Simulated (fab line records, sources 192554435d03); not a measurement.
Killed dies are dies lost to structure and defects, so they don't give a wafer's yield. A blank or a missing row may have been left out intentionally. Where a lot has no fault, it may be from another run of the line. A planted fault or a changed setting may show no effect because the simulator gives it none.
fab line records    flow n5_finfet
record: lots: 7  wafers: 39
route steps=1938 shown BEOL_M13@1694 MIM_BOT_ETCH@1866
start_h: start of the lot's first displayed wafer, in hours after the record's first day    wait_h: hours since the lot's step before    " as in the row above    L1.1+2: one row covering several wafers at once    - no value, or no start was given    * or withheld: withheld    < > ~ a bound
route shown NAME@n: NAME is a module with steps in the file, n the number in the route of the first one    usual: average and standard deviation across the fault-free wafers    same: alike in all rows    chamber/n: place in a boat    sites: per-site readings    _std_site: standard deviation across them    _edge_site: inner sites' mean taken away from outer sites' mean    radius_mm: how far each site lies from the wafer's centre    mask NAME#n: copy n    behind: the last tool/chamber to shape the wafer    hold: cause of the lot's hold/its duration in hours/its outcome    device: transistor that didn't switch, given as n, p or np    end of line: tests run on the same wafers once the route is complete    for a step that has no rows: nothing shown but its recipe    killed: dies lost to structure and defects at the first sort, not the wafer's yield    map: per-die view of a wafer (x killed, . not killed, _ where there is no die)
set.NAME: the run value of the setting; set.NAME@STEP: its run value at that earlier step    model.NAME: the simulator's own value behind a step, which no gauge read
lots with deliberately changed settings; one table per step, one row per wafer
== steps ==
step: N5_BEOL_M13_ETCH_68
recipe: chemistry: N2/H2  target: SOC  mask_material: SiARC  source_w: 3000  bias_w: 350  temp_c: 40  time_s: 355  ion_energy_ev: 200  pressure_mtorr: 30  n2_flow_sccm: 200  h2_flow_sccm: 200
lot.wafer  tool         chamber  start_h  wait_h  set.time_s  model.SiARC_of_BEOL_M13_COAT_66.thk_nm
L076.1+3   rie_diel-01  3,2      266.76   0.1     282.3       84.6
L076.2     "            0        "        "       282.3       85.6
L076.4     "            1        "        "       355         78.4
L076.5     "            3        "        "       355         77.8
L076.6     "            2        "        "       355         78.6
L077.1     rie_diel-03  0        273.08   0.1     355         77.2
L077.2     "            1        "        "       189.3       91.2
L077.3     "            3        "        "       355         77.6
L077.4     "            2        "        "       189.3       91.6
L077.5     "            0        "        "       355         77.4
L077.6     "            3        "        "       189.3       92.6
L080.1     rie_diel-03  1        291.69   0.1     355         76
L080.2+5   "            3,0      "        "       287.3       83.6
L080.3     "            0        "        "       287.3       83.8
L080.4     "            2        "        "       355         76.2
L080.6     "            1        "        "       355         75.8
L084.1     rie_diel-03  0        323.80   0.1     474.7       66.8
L084.2     "            1        "        "       355         76
L084.3     "            3        "        "       355         78
L084.4     "            0        "        "       474.7       66.2
L084.5     "            3        "        "       474.7       67
L084.6     "            1        "        "       355         76.4
L086.1     rie_diel-01  3        324.36   0.1     355         78
L086.2     "            2        "        "       355         77.8
L086.3     "            0        "        "       355         78.2
L093.1     rie_diel-03  1        370.79   0.1     215.2       90
L093.2     "            3        "        "       355         78.4
L093.3     "            2        "        "       215.2       89.6
L093.4     "            1        "        "       355         76.6
L093.5     "            3        "        "       355         77.8
L093.6     "            2        "        "       215.2       90.2
L095.1     rie_diel-03  0        390.09   0.1     514.5       61.4
L095.2     "            3        "        "       355         78.2
L095.3     "            1        "        "       514.5       61
L095.4     "            2        "        "       514.5       60.4
L095.5     "            3        "        "       355         77.4
L095.6     "            2        "        "       355         75.6
step: N5_MIM_BOT_ETCH_ETCH_04
recipe: chemistry: CF4/O2  target: SiNx  target_depth_a: 260  time_s: 13  ion_energy_ev: 100  pressure_mtorr: 40  source_w: 535  bias_w: 49  Ar_flow_sccm: 100  cf4_flow_sccm: 100  O2_flow_sccm: 10
lot.wafer  tool         chamber  start_h  wait_h  set.time_s  model.etch.depth_nm
L076.1     rie_diel-06  2        290.55   0.0     16.61       32.85
L076.2     "            3        "        "       16.61       33.04
L076.3     "            0        "        "       13          25.14
L076.4     "            1        "        "       13          27.43
L076.5     "            1        "        "       13          27.84
L076.6     "            2        "        "       16.61       33.22
L077.1     rie_diel-06  1        295.19   0.0     10.32       21.81
L077.2     "            3        "        "       13          25.86
L077.3     "            0        "        "       10.32       20.3
L077.4     "            3        "        "       10.32       20.81
L077.5     "            0        "        "       13          25.25
L077.6     "            1        "        "       13          27.56
L080.1     rie_diel-04  2        311.33   0.0     13          26.67
L080.2     "            1        "        "       13          25.23
L080.3     "            0        "        "       13          26.2
L080.4     "            3        "        "       13          26.35
L080.5     "            2        "        "       13          26.26
L080.6     "            1        "        "       13          25.48
L084.1     rie_diel-04  2        346.29   0.0     19.82       40.25
L084.2     "            1        "        "       13          25.27
L084.3     "            3        "        "       19.82       40.24
L084.4     "            0        "        "       13          26.19
L084.5     "            0        "        "       13          26.44
L084.6     "            3        "        "       19.82       39.83
L086.1     rie_diel-04  1        346.60   0.0     13          25.07
L086.2     "            2        "        "       13          25.92
L086.3     "            0        "        "       13          25.93
L093.1     rie_diel-06  1        396.39   0.0     5.869       12.12
L093.2     "            0        "        "       5.869       11.99
L093.3     "            2        "        "       13          25.35
L093.4     "            0        "        "       13          26.29
L093.5     "            1        "        "       13          27.02
L093.6     "            2        "        "       5.869       11.54
L095.1     rie_diel-06  1        410.51   0.0     13          27.27
L095.2     "            3        "        "       13          25.94
L095.3     "            0        "        "       13          26.49
L095.4     "            2        "        "       13          25.8
L095.5     "            2        "        "       13          25.78
L095.6     "            3        "        "       13          25.88
== key ==
split: step: N5_BEOL_M13_ETCH_68  setting: time_s  stated: 355  by: wafer
response: step: N5_BEOL_M13_ETCH_68  reading: model.SiARC_of_BEOL_M13_COAT_66.thk_nm  change: -0.327  per: 1%  r: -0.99
split: step: N5_MIM_BOT_ETCH_ETCH_04  setting: time_s  stated: 13  by: wafer
response: step: N5_MIM_BOT_ETCH_ETCH_04  reading: model.etch.depth_nm  change: +0.26  per: 1%  r: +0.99
